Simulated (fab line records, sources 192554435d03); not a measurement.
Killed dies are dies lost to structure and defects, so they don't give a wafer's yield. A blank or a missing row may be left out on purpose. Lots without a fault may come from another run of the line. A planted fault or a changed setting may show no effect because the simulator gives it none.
Chamber matching | flow n5_finfet | N5_BEOL_M3_STRIP_19 on rie_diel-03: 4 sister chambers
The step strips in O2. 8 wafers are shown with their chamber, then 8 later ones without.

WAFERS WITH THEIR CHAMBER
wafer  | chamber | drypump_motor_current_A (A) | showerhead_plenum_p_Torr (Torr)
L082.4 | 2       | 5.5                         | 2.00
L082.5 | 1       | 5.3                         | 2.07
L084.2 | 3       | 6.2                         | 2.18
L084.6 | 0       | 5.0                         | 2.12
L085.1 | 1       | 5.3                         | 2.07
L085.2 | 3       | 6.3                         | 2.17
L085.3 | 2       | 5.5                         | 2.00
L085.4 | 0       | 5.0                         | 2.12

WAFERS WITHOUT THEIR CHAMBER
wafer  | drypump_motor_current_A (A) | showerhead_plenum_p_Torr (Torr)
L085.5 | 5.3                         | 2.07
L085.6 | 5.0                         | 2.12
L089.1 | 5.5                         | 2.00
L089.4 | 5.0                         | 2.12
L089.5 | 5.3                         | 2.06
L091.2 | 5.0                         | 2.12
L091.3 | 5.5                         | 2.00
L091.6 | 5.5                         | 2.00

WHICH CHAMBER EACH WENT THROUGH
wafer  | from the rows above | in truth
L085.5 | 1                   | 1
L085.6 | 0                   | 0
L089.1 | 2                   | 2
L089.4 | 0                   | 0
L089.5 | 1                   | 1
L091.2 | 0                   | 0
L091.3 | 2                   | 2
L091.6 | 2                   | 2
Placed correctly: 8 of 8. Can't be placed from these rows: 0. Placed wrongly: 0.
How it was worked out, from the rows above alone: a wafer's distance from a chamber is the root of the sum, over the readings, of the square of ((its reading less the chamber's mean) divided by the reading's scatter). The wafer belongs to the nearest chamber; if the next one is less than 2 further off, it can't be placed. A chamber's mean is the mean of its shown wafers. The scatter: the root of (the sum of the squares of (reading less its chamber's mean) over the shown wafers, divided by (wafers less chambers)).
